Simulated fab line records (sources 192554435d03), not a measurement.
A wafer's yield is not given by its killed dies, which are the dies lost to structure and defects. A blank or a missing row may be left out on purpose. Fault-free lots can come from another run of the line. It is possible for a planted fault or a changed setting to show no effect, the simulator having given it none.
fab line records	flow n5_finfet	part 1 of 2: steps 1 to 23 of 34
[record] lots = 5	wafers = 15	last_day = 20
route steps=1938 shown BEOL_M2@889
lots with no fault: from the same line, run without faults
start_h: hours from the record's opening day to when the first of the lot's shown wafers began	wait_h: hours elapsed since this lot's preceding step	" repeats the value in the row above	L1.1+2: a row that stands for several wafers	- value missing, or start not given	* or withheld: withheld	< > ~ a bound
route shown NAME@n: a module of which the file shows steps, and the number in the route of the first	usual: mean/standard deviation taken from wafers without a fault	same: alike in all rows	chamber/n: place in a boat	sites: readings site by site	_std_site: their standard deviation	_edge_site: the outer-site mean with the inner-site mean subtracted	radius_mm: for every site, how far away it sits from the centre of the wafer	mask NAME#n: copy n	behind: the tool/chamber that last shaped the wafer	hold: why the lot went on hold/how many hours it stayed there/how the hold came to an end	device: names the non-switching transistor (n, p or np)	end of line: the tests these same wafers got at the end of their route	step lacking rows: just its recipe	killed: not the wafer's yield, but the dies lost to structure and defects at the first sort	map: shows each die of a wafer: x if killed, . if not, _ if none is there
set.NAME: the setting as run; set.NAME@STEP: as run at that earlier step	model.NAME: the simulator's own value behind a step, which no gauge read
a table for each step, a row for each wafer; lots at some steps of the route
services: when a tool's chamber went out of use (start_h, in hours from the record's first day, below 0 if earlier), for how many hours, and the reason
[[steps]]
[step N5_BEOL_M2_STRIP_36]
[recipe] chemistry = N2/H2	power_w = 450	temp_c = 40	pressure_mtorr = 20	rf_frequency_hz = 6e+07	overash_fraction = 0.3	bias_power_w = 7	h2_frac = 0.5	n2_flow_sccm = 200	h2_flow_sccm = 200
[usual] bias_power_w = 6.998/0.022	drypump_motor_current_A = 5.8/0.41	n2_flow_sccm = 200.1/0.61	oes_product_au = 0.82/0.1	rf_vpp_V = 59.0/1.5	showerhead_plenum_p_Torr = 2.52/0.063	throttle_valve_pct = 23.6/0.36
lot.wafer	tool	chamber	start_h	wait_h	bias_power_w	drypump_motor_current_A	n2_flow_sccm	oes_product_au	rf_hours_counter_h	rf_vpp_V	showerhead_plenum_p_Torr	throttle_valve_pct
L075.1	rie_diel-05	0	138.97	0.0	7.003	5.6	199.8	0.71	211	61.0	2.53	23.9
L075.3	"	1	"	"	7.024	5.8	199.8	0.70	198	58.9	2.41	23.8
L075.4	"	0	"	"	7.026	5.6	199.9	0.71	-	60.8	2.53	23.8
L083.1	rie_diel-01	3	194.72	0.0	6.948	6.0	200.6	0.77	113	57.6	2.56	23.9
L083.2	"	2	"	"	6.995	5.5	200.2	0.84	57	57.1	2.50	24.1
L083.6	"	3	"	"	6.979	6.0	200.4	0.77	-	57.5	2.56	23.9
L088.3	rie_diel-01	0	265.30	0.0	7.030	5.8	199.1	0.88	52	60.3	2.58	23.1
L088.5	"	2	"	"	7.001	5.4	199.2	0.80	-	57.8	2.49	24.1
L088.6	"	3	"	"	6.952	6.1	200.7	0.75	-	60.2	2.55	23.9
L093.1	rie_diel-06	3	273.34	0.0	6.999	5.6	200.4	0.93	11	60.5	2.47	23.2
L093.2	"	2	"	"	6.970	4.6	201.0	0.79	125	59.7	2.55	23.9
L093.5	"	0	"	"	7.005	5.4	199.7	0.80	-	61.2	2.57	23.7
L092.2	rie_diel-06	3	274.93	0.0	6.989	5.6	201.1	0.94	12	58.4	2.47	23.2
L092.4	"	0	"	"	6.980	5.4	199.5	0.80	103	59.5	2.57	23.7
L092.6	"	3	"	"	6.976	5.6	200.1	0.94	-	60.8	2.47	23.2
[step N5_BEOL_M2_TRENCH_ETCH_37]
[recipe] chemistry = C4F6/O2	target_depth_a = 555.55	target = SiOC	time_s = 29.2	ion_energy_ev = 250	pressure_mtorr = 30	source_w = 355	bias_w = 185	Ar_flow_sccm = 300	C4F6_flow_sccm = 10	O2_flow_sccm = 10
[usual] drypump_motor_current_A = 5.8/0.4	oes_product_au = 0.82/0.098	rf_vpp_V = 665/11	showerhead_plenum_p_Torr = 2.82/0.069	throttle_valve_pct = 20.77/0.29
lot.wafer	tool	chamber	start_h	wait_h	drypump_motor_current_A	oes_product_au	rf_hours_counter_h	rf_vpp_V	showerhead_plenum_p_Torr	throttle_valve_pct
L075.1	rie_diel-05	0	-	-	5.7	0.73	211	653	2.83	20.94
L075.3	"	1	"	"	5.8	0.71	199	674	2.72	21.10
L075.4	"	0	"	"	5.7	0.73	-	655	2.83	20.95
L083.1	rie_diel-01	3	-	-	6.0	0.78	113	671	2.87	21.19
L083.2	"	2	"	"	5.4	0.82	57	652	2.78	20.87
L083.6	"	3	"	"	6.0	0.79	-	675	2.87	21.18
L088.3	rie_diel-01	0	-	-	5.8	0.90	52	660	2.88	20.37
L088.5	"	2	"	"	5.5	0.80	-	651	2.76	20.93
L088.6	"	3	"	"	6.0	0.76	-	672	2.86	21.24
L093.1	rie_diel-06	3	-	-	5.6	0.93	11	650	2.78	20.54
L093.2	"	2	"	"	4.6	0.79	125	683	2.85	21.03
L093.5	"	0	"	"	5.5	0.80	-	667	2.87	20.59
L092.2	rie_diel-06	3	-	-	5.6	0.93	12	648	2.78	20.56
L092.4	"	0	"	"	5.5	0.79	103	667	2.87	20.60
L092.6	"	3	"	"	5.6	0.92	-	650	2.78	20.54
[step N5_BEOL_M2_ETCH_41]
[recipe] chemistry = CH3F/O2	target = SiCN	target_depth_a = 299	taper_deg = 2	time_s = 52.5	ion_energy_ev = 120	mask_material = TiN	pressure_mtorr = 30	source_w = 395	bias_w = 75	Ar_flow_sccm = 150	CH3F_flow_sccm = 30	O2_flow_sccm = 20
[usual] drypump_motor_current_A = 5.8/0.4	oes_product_au = 0.82/0.098	rf_vpp_V = 296.8/1.4	showerhead_plenum_p_Torr = 1.98/0.051	throttle_valve_pct = 16.23/0.29
lot.wafer	tool	chamber	start_h	wait_h	drypump_motor_current_A	oes_product_au	rf_hours_counter_h	rf_vpp_V	showerhead_plenum_p_Torr	throttle_valve_pct
L075.1	rie_diel-05	0	-	-	5.7	0.72	211	296.8	1.99	16.45
L075.3	"	1	"	"	5.8	0.71	199	294.9	1.91	16.57
L075.4	"	0	"	"	5.7	0.73	-	295.5	1.99	16.44
L083.1	rie_diel-01	3	-	-	6.0	0.78	113	297.8	2.01	16.61
L083.2	"	2	"	"	5.4	0.82	57	296.4	1.95	16.33
L083.6	"	3	"	"	6.0	0.78	-	295.8	2.01	16.60
L088.3	rie_diel-01	0	-	-	5.8	0.89	52	297.5	2.02	15.86
L088.5	"	2	"	"	5.4	0.79	-	294.5	1.94	16.36
L088.6	"	3	"	"	6.0	0.76	-	296.7	2.00	16.67
L093.1	rie_diel-06	3	-	-	5.6	0.93	11	294.9	1.95	16.01
L093.2	"	2	"	"	4.6	0.79	125	296.6	2.00	16.51
L093.5	"	0	"	"	5.5	0.80	-	298.5	2.02	16.05
L092.2	rie_diel-06	3	-	-	5.6	0.92	12	295.5	1.95	16.00
L092.4	"	0	"	"	5.4	0.79	103	296.3	2.02	16.06
L092.6	"	3	"	"	5.6	0.92	-	295.7	1.95	16.02
[step N5_BEOL_M2_STRIP_97]
[recipe] chemistry = N2/H2	time_s = 10	power_w = 450	temp_c = 40	pressure_mtorr = 20	rf_frequency_hz = 6e+07	bias_power_w = 7	n2_flow_sccm = 200	h2_flow_sccm = 200
[usual] bias_power_w = 6.998/0.019	drypump_motor_current_A = 5.8/0.4	n2_flow_sccm = 199.9/0.55	oes_product_au = 0.82/0.1	rf_vpp_V = 59.1/0.87	showerhead_plenum_p_Torr = 2.52/0.063	throttle_valve_pct = 23.6/0.35
lot.wafer	tool	chamber	start_h	wait_h	bias_power_w	drypump_motor_current_A	n2_flow_sccm	oes_product_au	rf_hours_counter_h	rf_vpp_V	showerhead_plenum_p_Torr	throttle_valve_pct
L075.1	rie_diel-05	0	-	-	6.988	5.7	199.3	0.73	211	59.2	2.53	23.9
L075.3	"	1	"	"	6.983	5.8	200.2	0.70	199	57.5	2.41	23.7
L075.4	"	0	"	"	6.996	5.7	199.8	0.72	-	59.1	2.53	23.9
L083.1	rie_diel-01	3	-	-	7.018	6.0	199.9	0.77	113	58.8	2.56	23.9
L083.2	"	2	"	"	6.997	5.4	200.7	0.84	57	58.6	2.50	24.1
L083.6	"	3	"	"	7.024	6.0	199.6	0.77	-	59.3	2.56	23.9
L088.3	rie_diel-01	0	-	-	7.045	5.8	199.8	0.89	52	59.6	2.58	23.1
L088.5	"	2	"	"	6.991	5.4	199.7	0.80	-	58.9	2.49	24.1
L088.6	"	3	"	"	6.975	6.0	200.3	0.74	-	59.5	2.55	23.9
L093.1	rie_diel-06	3	-	-	6.993	5.6	200.0	0.94	11	59.9	2.47	23.2
L093.2	"	2	"	"	6.999	4.6	199.7	0.79	125	60.0	2.55	23.9
L093.5	"	0	"	"	7.014	5.5	200.2	0.81	-	58.7	2.57	23.7
L092.2	rie_diel-06	3	-	-	7.013	5.6	199.7	0.94	12	59.8	2.47	23.2
L092.4	"	0	"	"	7.023	5.5	200.3	0.81	103	57.8	2.57	23.7
L092.6	"	3	"	"	7.022	5.6	199.7	0.94	-	59.6	2.47	23.2
[step N5_BEOL_M2_OCD_MEAS_38]
[usual] trench_depth_nm = 55.9/1.2
lot.wafer	tool	chamber	start_h	wait_h	trench_depth_nm
L075.1	ocd-01	-	139.17	-	55.8
L075.3	"	-	"	"	55.7
L075.4	"	-	"	"	55.7
L083.1	ocd-02	-	194.91	-	55.6
L083.2	"	-	"	"	53.2
L083.6	"	-	"	"	55.9
L088.3	ocd-01	-	265.50	-	58.4
L088.5	"	-	"	"	54.2
L088.6	"	-	"	"	56.1
L093.1	ocd-02	-	273.54	-	55.1
L093.2	"	-	"	"	55.7
L093.5	"	-	"	"	54.3
L092.2	ocd-01	-	275.13	-	56.1
L092.4	"	-	"	"	54.7
L092.6	"	-	"	"	54.8
[step N5_BEOL_M2_HM_STRIP_39]
[recipe] chemistry = peroxide_tin_strip	material = TiN	target_depth_a = 250	temp_c = 50	time_s = 158
lot.wafer	tool	chamber	start_h	wait_h
L075.1+3+4	wet_bench-06	2,7,5	139.21	0.0
L083.1+2+6	wet_bench-02	5,3,4	194.94	0.0
L088.3+5+6	wet_bench-02	2,3,5	265.53	0.0
L093.1+2+5	wet_bench-06	5,7,4	273.57	0.0
L092.2+4+6	wet_bench-06	6,4,7	275.17	0.0
[step N5_BEOL_M2_SRD_40]
[recipe] time_s = 30	temp_c = 23	rinse_liquid = diw	dry = ipa_marangoni
lot.wafer	tool	chamber	start_h	wait_h
L075.1+3+4	wet_bench-06	2,7,5	139.25	0.0
L083.1+2+6	wet_bench-02	5,3,4	194.99	0.0
L088.3+5+6	wet_bench-02	2,3,5	265.57	0.0
L093.1+2+5	wet_bench-06	5,7,4	273.66	0.0
L092.2+4+6	wet_bench-06	6,4,7	275.22	0.0
[step N5_BEOL_M2_PRECLEAN_42]
[recipe] chemistry = residue_remover	time_s = 60	temp_c = 40
lot.wafer	tool	chamber	start_h	wait_h
L075.1+3+4	wet_bench-06	2,7,5	139.27	0.0
L083.1+2+6	wet_bench-02	5,3,4	195.01	0.0
L088.3+5+6	wet_bench-02	2,3,5	265.59	0.0
L093.1+2+5	wet_bench-06	5,7,4	273.70	0.0
L092.2+4+6	wet_bench-06	6,4,7	275.23	0.0
[step N5_BEOL_M2_SRD_43]
[recipe] time_s = 30	temp_c = 23	rinse_liquid = diw	dry = ipa_marangoni
lot.wafer	tool	chamber	start_h	wait_h
L075.1+3+4	wet_bench-06	2,7,5	139.29	0.0
L083.1+2+6	wet_bench-02	5,3,4	195.02	0.0
L088.3+5+6	wet_bench-02	2,3,5	265.61	0.0
L093.1+2+5	wet_bench-06	5,7,4	273.73	0.0
L092.2+4+6	wet_bench-06	6,4,7	275.25	0.0
[step N5_BEOL_M2_CD_MEAS_35]
[recipe] target_cd_nm = 18	target_cd_y_nm = 22.2	polarity = opening
[usual] cd_nm = 18.0/0.34
lot.wafer	tool	chamber	start_h	wait_h	cd_nm
L075.1	cd_sem-02	-	139.33	0.0	18.0
L075.3	"	-	"	"	18.1
L075.4	"	-	"	"	18.2
L083.1	cd_sem-02	-	195.06	0.0	17.4
L083.2	"	-	"	"	17.5
L083.6	"	-	"	"	17.6
L088.3	cd_sem-01	-	265.65	0.0	17.4
L088.5	"	-	"	"	18.0
L088.6	"	-	"	"	17.2
L093.1	cd_sem-03	-	273.79	0.0	18.8
L093.2	"	-	"	"	18.3
L093.5	"	-	"	"	18.2
L092.2	cd_sem-03	-	275.29	0.0	18.2
L092.4	"	-	"	"	18.4
L092.6	"	-	"	"	18.3
[step N5_BEOL_M2_DEGAS_44]
[recipe] ambient = vacuum	temp_c = 250	time_s = 60
[usual] heater_power_w = 342/27
lot.wafer	tool	chamber	start_h	wait_h	heater_power_w
L075.1	pvd_sputter-03	-	139.37	0.0	369
L075.3	"	-	"	"	374
L075.4	"	-	"	"	311
L083.1	pvd_sputter-02	-	195.24	0.2	316
L083.2	"	-	"	"	320
L083.6	"	-	"	"	360
L088.3	pvd_sputter-01	-	266.27	0.6	342
L088.5	"	-	"	"	348
L088.6	"	-	"	"	378
L093.1	pvd_sputter-03	-	274.53	0.7	310
L093.2	"	-	"	"	372
L093.5	"	-	"	"	370
L092.2	pvd_sputter-03	-	275.47	0.2	310
L092.4	"	-	"	"	377
L092.6	"	-	"	"	368
[step N5_BEOL_M2_PRE_CLEAN_45]
[recipe] gas = H2/He	time_s = 30	temp_c = 250
[usual] heater_power_w = 343/28
lot.wafer	tool	chamber	start_h	wait_h	heater_power_w
L075.1	pvd_sputter-03	-	139.41	0.0	367
L075.3	"	-	"	"	369
L075.4	"	-	"	"	316
L083.1	pvd_sputter-02	-	195.28	0.0	323
L083.2	"	-	"	"	309
L083.6	"	-	"	"	352
L088.3	pvd_sputter-01	-	266.31	0.0	346
L088.5	"	-	"	"	347
L088.6	"	-	"	"	383
L093.1	pvd_sputter-03	-	274.57	0.0	298
L093.2	"	-	"	"	376
L093.5	"	-	"	"	368
L092.2	pvd_sputter-03	-	275.51	0.0	312
L092.4	"	-	"	"	382
L092.6	"	-	"	"	374
[step N5_BEOL_M2_ALD_84]
[recipe] material = TaN	target_thk_a = *	temp_c = 275	ald_precursor_family = PDMAT	ald_co_reactant = NH3	pressure_torr = 3	carrier_flow_sccm = 1500	pulse_time_s = 2	purge_time_s = 3	co_reactant_purge_time_s = 2	co_reactant_pulse_time_s = 3	ald_cycles = 30	precursor_vessel_temp_c = 75	precursor_vessel_pressure_torr = 26.25	precursor_vessel_carrier_sccm = 1000
[usual] heater_power_w = 413/47
[same] ald_cycles = 30
lot.wafer	tool	chamber	start_h	wait_h	heater_power_w
L075.1	ald_metal-04	3	139.47	0.0	416
L075.3	"	1	"	"	390
L075.4	"	2	"	"	411
L083.1	ald_metal-02	3	195.34	0.0	373
L083.2	"	0	"	"	425
L083.6	"	3	"	"	368
L088.3	ald_metal-03	0	266.40	0.1	513
L088.5	"	1	"	"	417
L088.6	"	0	"	"	528
L093.1	ald_metal-02	1	274.63	0.0	394
L093.2	"	0	"	"	420
L093.5	"	3	"	"	381
L092.2	ald_metal-03	0	275.60	0.1	529
L092.4	"	1	"	"	422
L092.6	"	0	"	"	515
[step N5_BEOL_M2_SURFACE_TREAT_85]
[recipe] gas = Ar	time_s = *	ion_energy_ev = *	ion_current_ma_cm2 = 0.5	pressure_mtorr = *	ar_flow_sccm = 30
[usual] throttle_valve_pct = *
lot.wafer	tool	chamber	start_h	wait_h	throttle_valve_pct
L075.1	pvd_sputter-03	-	139.70	0.1	*
L075.3	"	-	"	"	*
L075.4	"	-	"	"	*
L083.1	pvd_sputter-03	-	195.65	0.2	*
L083.2	"	-	"	"	*
L083.6	"	-	"	"	*
L088.3	pvd_sputter-01	-	266.87	0.4	*
L088.5	"	-	"	"	*
L088.6	"	-	"	"	*
L093.1	pvd_sputter-03	-	274.95	0.2	*
L093.2	"	-	"	"	*
L093.5	"	-	"	"	*
L092.2	pvd_sputter-01	-	275.83	0.1	*
L092.4	"	-	"	"	*
L092.6	"	-	"	"	*
[step N5_BEOL_M2_CVD_47]
[recipe] material = Co	target_thk_a = 30	temp_c = withheld	precursor = CCTBA/H2	pressure_torr = 30	time_s = 223.8
lot.wafer	tool	chamber	start_h	wait_h
L075.1+3+4	cvd_co-01	1,2,2	139.76	0.0
L083.1+2+6	cvd_co-02	2,1,2	195.76	0.1
L088.3+5+6	cvd_co-02	2,0,1	266.98	0.1
L093.1+2+5	cvd_co-01	0,1,2	275.01	0.0
L092.2+4+6	cvd_co-02	0,0,2	276.12	0.3
[step N5_BEOL_M2_SPUTTER_48]
[recipe] material = Cu	target_thk_a = 45	temp_c = -20	chamber_pressure_pa = 0.07	power_w = withheld	time_s = 8.29
[usual] throttle_valve_pct = 30.1/1.2
lot.wafer	tool	chamber	start_h	wait_h	throttle_valve_pct
L075.1	pvd_sputter-01	-	139.94	0.1	31.6
L075.3	"	-	"	"	28.5
L075.4	"	-	"	"	31.3
L083.1	pvd_sputter-02	-	195.98	0.1	30.6
L083.2	"	-	"	"	29.8
L083.6	"	-	"	"	29.9
L088.3	pvd_sputter-01	-	267.17	0.1	31.1
L088.5	"	-	"	"	28.1
L088.6	"	-	"	"	30.5
L093.1	pvd_sputter-02	-	275.22	0.1	30.5
L093.2	"	-	"	"	29.8
L093.5	"	-	"	"	30.7
L092.2	pvd_sputter-02	-	277.50	1.3	30.0
L092.4	"	-	"	"	28.1
L092.6	"	-	"	"	31.5
[step N5_BEOL_M2_ANNEAL_49]
[recipe] temp_c = 400	time_s = 240	ambient = vacuum
[usual] heater_power_w = 844/66
lot.wafer	tool	chamber	start_h	wait_h	heater_power_w
L075.1	pvd_sputter-01	-	140.02	0.0	978
L075.3	"	-	"	"	727
L075.4	"	-	"	"	848
L083.1	pvd_sputter-02	-	196.06	0.0	846
L083.2	"	-	"	"	792
L083.6	"	-	"	"	804
L088.3	pvd_sputter-01	-	267.25	0.0	873
L088.5	"	-	"	"	719
L088.6	"	-	"	"	810
L093.1	pvd_sputter-02	-	275.30	0.0	856
L093.2	"	-	"	"	794
L093.5	"	-	"	"	863
L092.2	pvd_sputter-02	-	277.58	0.0	814
L092.4	"	-	"	"	885
L092.6	"	-	"	"	777
[step N5_BEOL_M2_SPUTTER_79]
[recipe] material = Cu	target_thk_a = 45	temp_c = -20	chamber_pressure_pa = 0.07	power_w = withheld	time_s = 8.29
[usual] throttle_valve_pct = 30.1/1.1
lot.wafer	tool	chamber	start_h	wait_h	throttle_valve_pct
L075.1	pvd_sputter-01	-	140.16	0.1	31.6
L075.3	"	-	"	"	28.2
L075.4	"	-	"	"	31.1
L083.1	pvd_sputter-02	-	196.20	0.1	30.5
L083.2	"	-	"	"	30.1
L083.6	"	-	"	"	30.1
L088.3	pvd_sputter-01	-	267.39	0.1	31.0
L088.5	"	-	"	"	28.2
L088.6	"	-	"	"	30.6
L093.1	pvd_sputter-02	-	275.44	0.1	30.5
L093.2	"	-	"	"	29.8
L093.5	"	-	"	"	30.6
L092.2	pvd_sputter-02	-	277.72	0.1	29.9
L092.4	"	-	"	"	28.1
L092.6	"	-	"	"	31.3
[step N5_BEOL_M2_ANNEAL_80]
[recipe] temp_c = 400	time_s = 240	ambient = vacuum
[usual] heater_power_w = 844/66
lot.wafer	tool	chamber	start_h	wait_h	heater_power_w
L075.1	pvd_sputter-01	-	140.24	0.0	917
L075.3	"	-	"	"	725
L075.4	"	-	"	"	872
L083.1	pvd_sputter-02	-	196.28	0.0	853
L083.2	"	-	"	"	800
L083.6	"	-	"	"	803
L088.3	pvd_sputter-01	-	267.47	0.0	849
L088.5	"	-	"	"	740
L088.6	"	-	"	"	806
L093.1	pvd_sputter-02	-	275.52	0.0	861
L093.2	"	-	"	"	788
L093.5	"	-	"	"	848
L092.2	pvd_sputter-02	-	277.80	0.0	806
L092.4	"	-	"	"	892
L092.6	"	-	"	"	774
[step N5_BEOL_M2_SPUTTER_81]
[recipe] material = Cu	target_thk_a = 45	temp_c = -20	chamber_pressure_pa = 0.07	power_w = withheld	time_s = 8.29
[usual] throttle_valve_pct = 30.1/1.2
lot.wafer	tool	chamber	start_h	wait_h	throttle_valve_pct
L075.1	pvd_sputter-01	-	140.38	0.1	31.7
L075.3	"	-	"	"	28.4
L075.4	"	-	"	"	31.0
L083.1	pvd_sputter-02	-	196.42	0.1	30.5
L083.2	"	-	"	"	30.1
L083.6	"	-	"	"	30.2
L088.3	pvd_sputter-01	-	267.61	0.1	31.1
L088.5	"	-	"	"	28.1
L088.6	"	-	"	"	30.6
L093.1	pvd_sputter-02	-	275.66	0.1	30.9
L093.2	"	-	"	"	30.0
L093.5	"	-	"	"	30.7
L092.2	pvd_sputter-02	-	277.94	0.1	30.1
L092.4	"	-	"	"	28.0
L092.6	"	-	"	"	31.3
[step N5_BEOL_M2_ANNEAL_82]
[recipe] temp_c = 400	time_s = 240	ambient = vacuum
[usual] heater_power_w = 843/66
lot.wafer	tool	chamber	start_h	wait_h	heater_power_w
L075.1	pvd_sputter-01	-	140.46	0.0	930
L075.3	"	-	"	"	713
L075.4	"	-	"	"	879
L083.1	pvd_sputter-02	-	196.50	0.0	852
L083.2	"	-	"	"	792
L083.6	"	-	"	"	802
L088.3	pvd_sputter-01	-	267.69	0.0	864
L088.5	"	-	"	"	743
L088.6	"	-	"	"	808
L093.1	pvd_sputter-02	-	275.74	0.0	865
L093.2	"	-	"	"	795
L093.5	"	-	"	"	841
L092.2	pvd_sputter-02	-	278.02	0.0	805
L092.4	"	-	"	"	903
L092.6	"	-	"	"	789
[step N5_BEOL_M2_SPUTTER_86]
[recipe] material = Cu	target_thk_a = 45	temp_c = -20	chamber_pressure_pa = 0.07	power_w = withheld	time_s = 8.29
[usual] throttle_valve_pct = 30.1/1.1
lot.wafer	tool	chamber	start_h	wait_h	throttle_valve_pct
L075.1	pvd_sputter-01	-	140.60	0.1	31.5
L075.3	"	-	"	"	27.9
L075.4	"	-	"	"	31.2
L083.1	pvd_sputter-02	-	196.64	0.1	30.6
L083.2	"	-	"	"	30.0
L083.6	"	-	"	"	30.1
L088.3	pvd_sputter-01	-	267.83	0.1	31.2
L088.5	"	-	"	"	28.1
L088.6	"	-	"	"	30.7
L093.1	pvd_sputter-02	-	275.88	0.1	30.7
L093.2	"	-	"	"	29.9
L093.5	"	-	"	"	30.7
L092.2	pvd_sputter-02	-	278.16	0.1	30.2
L092.4	"	-	"	"	28.2
L092.6	"	-	"	"	31.6
[step N5_BEOL_M2_ANNEAL_87]
[recipe] temp_c = 400	time_s = 240	ambient = vacuum
[usual] heater_power_w = 843/67
lot.wafer	tool	chamber	start_h	wait_h	heater_power_w
L075.1	pvd_sputter-01	-	140.68	0.0	946
L075.3	"	-	"	"	730
L075.4	"	-	"	"	879
L083.1	pvd_sputter-02	-	196.72	0.0	866
L083.2	"	-	"	"	796
L083.6	"	-	"	"	794
L088.3	pvd_sputter-01	-	267.91	0.0	864
L088.5	"	-	"	"	748
L088.6	"	-	"	"	810
L093.1	pvd_sputter-02	-	275.96	0.0	867
L093.2	"	-	"	"	780
L093.5	"	-	"	"	837
L092.2	pvd_sputter-02	-	278.24	0.0	797
L092.4	"	-	"	"	866
L092.6	"	-	"	"	789
